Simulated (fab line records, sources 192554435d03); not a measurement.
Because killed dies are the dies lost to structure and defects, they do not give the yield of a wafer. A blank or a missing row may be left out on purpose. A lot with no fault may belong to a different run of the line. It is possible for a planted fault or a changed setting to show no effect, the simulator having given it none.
Which tool was responsible? :: flow n5 finfet :: 11 lots, 33 wafers sampled, at 4 steps of a route of 1938

WHAT EACH GAUGE READ, for each wafer
N5_SD_EPI_P_INSPECT_11: inspects for defects (macro).
lot: L075
measured: day 3 12:51
on: defect inspect-01
raw defect count: 2 5 4

lot: L077
measured: day 3 23:40
on: defect inspect-02
raw defect count: 1 3 1

lot: L080
measured: day 4 18:23
on: defect inspect-02
raw defect count: 5 2 2

lot: L082
measured: day 5 06:32
on: defect inspect-02
raw defect count: 3 0 2

lot: L084
measured: day 5 18:37
on: defect inspect-01
raw defect count: 3 1 2

lot: L086
measured: day 6 10:46
on: defect inspect-01
raw defect count: 4 2 3

lot: L088
measured: day 6 21:37
on: defect inspect-01
raw defect count: 1 3 1

lot: L090
measured: day 7 05:23
on: defect inspect-02
raw defect count: 2 1 0

lot: L092
measured: day 7 22:19
on: defect inspect-02
raw defect count: 1 2 2

lot: L094
measured: day 8 09:37
on: defect inspect-01
raw defect count: 1 1 1

lot: L096
measured: day 8 20:53
on: defect inspect-01
raw defect count: 3 4 1

WHICH TOOL RAN EACH LOT (tool, then ch and the chambers of the sampled wafers, then the start)
lot: L075
N5_DUMMY_GATE_STRIP_40: rie diel-03 ch 1,3, day 3 06:29
N5_SPACER0_ALD_00: ald sin-03 ch 1,2,3, day 3 07:34
N5_SD_EPI_N_ETCH_35: rie diel-05 ch 0,1, day 3 08:33

lot: L077
N5_DUMMY_GATE_STRIP_40: rie diel-03 ch 1,2,3, day 3 17:11
N5_SPACER0_ALD_00: ald sin-03 ch 1,2,3, day 3 18:19
N5_SD_EPI_N_ETCH_35: rie diel-06 ch 1,2, day 3 19:11

lot: L080
N5_DUMMY_GATE_STRIP_40: rie diel-02 ch 2,3, day 4 11:34
N5_SPACER0_ALD_00: ald sin-02 ch 0,2,3, day 4 12:44
N5_SD_EPI_N_ETCH_35: rie diel-04 ch 0,3, day 4 13:44

lot: L082
N5_DUMMY_GATE_STRIP_40: rie diel-03 ch 0,1, day 5 00:04
N5_SPACER0_ALD_00: ald sin-01 ch 0,1,3, day 5 01:05
N5_SD_EPI_N_ETCH_35: rie diel-05 ch 0,2, day 5 02:05

lot: L084
N5_DUMMY_GATE_STRIP_40: rie diel-01 ch 2,3, day 5 11:03
N5_SPACER0_ALD_00: ald sin-02 ch 1,3, day 5 12:05
N5_SD_EPI_N_ETCH_35: rie diel-04 ch 0,2, day 5 14:02

lot: L086
N5_DUMMY_GATE_STRIP_40: rie diel-01 ch 0,1,2, day 6 02:48
N5_SPACER0_ALD_00: ald sin-03 ch 0,1,2, day 6 03:51
N5_SD_EPI_N_ETCH_35: rie diel-04 ch 0,1,3, day 6 05:09

lot: L088
N5_DUMMY_GATE_STRIP_40: rie diel-02 ch 0,1, day 6 15:23
N5_SPACER0_ALD_00: ald sin-03 ch 1,2, day 6 16:26
N5_SD_EPI_N_ETCH_35: rie diel-04 ch 1,2, day 6 17:25

lot: L090
N5_DUMMY_GATE_STRIP_40: rie diel-02 ch 1,2, day 6 22:43
N5_SPACER0_ALD_00: ald sin-03 ch 0,2, day 7 00:09
N5_SD_EPI_N_ETCH_35: rie diel-06 ch 0,1,3, day 7 01:10

lot: L092
N5_DUMMY_GATE_STRIP_40: rie diel-01 ch 0,1,3, day 7 15:53
N5_SPACER0_ALD_00: ald sin-01 ch 0,1,3, day 7 17:01
N5_SD_EPI_N_ETCH_35: rie diel-06 ch 0,2,3, day 7 17:59

lot: L094
N5_DUMMY_GATE_STRIP_40: rie diel-02 ch 0,2,3, day 8 01:51
N5_SPACER0_ALD_00: ald sin-02 ch 1,2,3, day 8 02:52
N5_SD_EPI_N_ETCH_35: rie diel-06 ch 1,2,3, day 8 03:44

lot: L096
N5_DUMMY_GATE_STRIP_40: rie diel-03 ch 1,2, day 8 13:35
N5_SPACER0_ALD_00: ald sin-03 ch 0,2,3, day 8 15:40
N5_SD_EPI_N_ETCH_35: rie diel-04 ch 0,2, day 8 16:40
- N5_DUMMY_GATE_STRIP_40: strips in CF4.
- N5_SPACER0_ALD_00: deposits SiOCN, target thk 3.5 nm, pulse time 3 s, purge time 2 s.
- N5_SD_EPI_N_ETCH_35: etches SOC in N2/H2, overetch 108 nm, time 486 s.

THE ANSWER, worked out from the rows above alone
Rule: the usual values come from the lots themselves. Put in order of their means at a reading, lots are off if they are a third of the lots or fewer, leave a main group of 4 or more, and stand apart from it by a gap of 3 or more times the standard deviation of the main group's means; of several such gaps the widest counts. A main group whose means are all the same, to the digits that the tables above print for the reading, isn't used. Also off: a lot with no number at a reading for which 4 or more lots have one. All remaining lots with rows at the step are treated as sound.
Nothing can be told from this: no lot is off at any reading shown.

WHAT WAS PUT IN BY THE SIMULATOR
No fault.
